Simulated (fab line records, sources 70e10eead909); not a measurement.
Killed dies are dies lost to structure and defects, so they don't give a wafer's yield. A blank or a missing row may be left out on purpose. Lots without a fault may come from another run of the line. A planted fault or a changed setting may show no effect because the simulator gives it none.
Problem report in the 8D (eight disciplines) form, filled by code | flow nand_harc | the parts of the form that need people (team, actions taken, sign-off) are left out

1. THE PROBLEM
sort_bin_3_pct at NHARC_END_SORT_01 reads a mean of 1.82 % on 3 wafers of 1 lot; wafers without a fault read 0.25 % with a standard deviation of 0.2. That is +7.8 standard deviations from the usual mean.
First seen on wafer L363.3, day 23 13:39, on prober-02. The record holds 6 wafers of 2 lots with a number at this step. Rule for "out", or "out of limits": more than 4 standard deviations from the usual mean. The other wafers with a number count as sound.

2. WHAT IT IS AND WHAT IT IS NOT
question                    | is                     | is not
which readings at this step | sort_bin_3_pct         | killed_at_other, killed_at_periphery, killed_open, killed_short
which lots                  | L363                   | L365
which wafers of those lots  | all that have a number | -
read on which gauges        | prober-02              | prober-01
when                        | from day 23 13:39      | up to then (2 sound wafers); but 1 sound wafer of L365 came after

3. SUSPECTS, AND WHAT RULES EACH OUT
Counting: a tool at a process step up to the reading stays a suspect if it ran every lot that is out and no sound lot after the first of them.
- the gauge at NHARC_END_SORT_01: kept. All the wafers that are out were read on prober-02, and no step on other tools shows them out.
- rie_diel-08 at NHARC_A_M1_ETCH_35 (etches the open film in N2/H2, target depth 40 nm, overetch 12 nm, time 43.94 s): kept. It ran the lot that is out, L363 (day 22 03:15), and no sound lot after that; its last sound lot up to then is L365 (day 21 23:58).
- rie_diel-08 at NHARC_A_M1_STRIP_18 (strips in N2/H2): kept. It ran the lot that is out, L363 (day 22 03:34), and no sound lot after that; its last sound lot up to then is L365 (day 22 00:17).
- pvd_sputter-02 at NHARC_A_M1_PVD_20 (deposits TaN, target thk 5 nm, time 8.06 s): kept. It ran the lot that is out, L363 (day 22 04:19), and no sound lot after that.
- pvd_sputter-02 at NHARC_A_M1_PVD_21 (deposits Cu, target thk 30 nm, time 20.49 s): kept. It ran the lot that is out, L363 (day 22 05:35), and no sound lot after that. NHARC_A_M1_PVD_21 gives no start for some lots, so the hours and the order of its lots are those of NHARC_A_M1_THK_MEAS_24.
- pecvd-03 at NHARC_A_M1_DEP_33 (deposits SiCN, target thk 30 nm): kept. It ran the lot that is out, L363 (day 22 05:56), and no sound lot after that.
- rie_diel-01 at NHARC_A_BONDPAD_ETCH_34 (etches the open film in N2/H2, target depth 60 nm, overetch 18 nm, time 65.91 s): kept. It ran the lot that is out, L363 (day 22 07:59), and no sound lot after that.
Left after counting: rie_diel-08 at NHARC_A_M1_ETCH_35, rie_diel-08 at NHARC_A_M1_STRIP_18, pvd_sputter-02 at NHARC_A_M1_PVD_20, pvd_sputter-02 at NHARC_A_M1_PVD_21, pecvd-03 at NHARC_A_M1_DEP_33, rie_diel-01 at NHARC_A_BONDPAD_ETCH_34, prober-02 at NHARC_END_SORT_01.

4. THE CAUSE (what the simulator had put in)
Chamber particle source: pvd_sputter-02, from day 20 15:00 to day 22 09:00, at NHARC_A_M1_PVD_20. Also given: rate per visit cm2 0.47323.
Counting left 7 suspects, and this tool is among them.

5. THE CHAIN OF EFFECTS, in route order
Each row: a reading whose mean over the struck wafers that have a number lies more than 3 standard deviations from the usual. Only readings for which the record gives a usual standard deviation are gone through. hours: the time from each lot's start at the first step in this table that gives one to its start at this step, as a median over the lots. sigmas: the change in usual standard deviations.
hours | step              | reading              | usual  | on struck wafers | change | sigmas
0     | NHARC_END_SORT_01 | defect_limited_yield | 95.5 % | 88.7             | -6.8   | -3.8
0     | NHARC_END_SORT_01 | killed_at_array      | 27     | 73               | +46    | +4.2
0     | NHARC_END_SORT_01 | killed_dies          | 31     | 77               | +46    | +3.8
0     | NHARC_END_SORT_01 | sort_bin_2_pct       | 1.4 %  | 5.0              | +3.6   | +5.3
0     | NHARC_END_SORT_01 | sort_bin_3_pct       | 0.25 % | 1.82             | +1.57  | +7.8
0     | NHARC_END_SORT_01 | sort_n_pass          | 646    | 600              | -46    | -3.8
0     | NHARC_END_SORT_01 | sort_rim_yield_pct   | 95.7 % | 85.2             | -10.5  | -3.7
0     | NHARC_END_SORT_01 | sort_yield_pct       | 95.5 % | 88.7             | -6.8   | -3.8

6. WHAT WOULD HAVE CAUGHT IT SOONER
In this record the first reading out of limits at a measuring or inspecting step was taken at day 23 13:39, 71 hours after the fault began at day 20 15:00.
Of the tool readings at NHARC_A_M1_PVD_20 for which the record gives a usual standard deviation, none was out on any struck wafer, so an alarm limit of 4 standard deviations on them would not have fired.
All the lots that are out (1) had begun NHARC_A_M1_PVD_20 on pvd_sputter-02 by day 23 13:39. A hold on the tool at that time would have spared none of them.
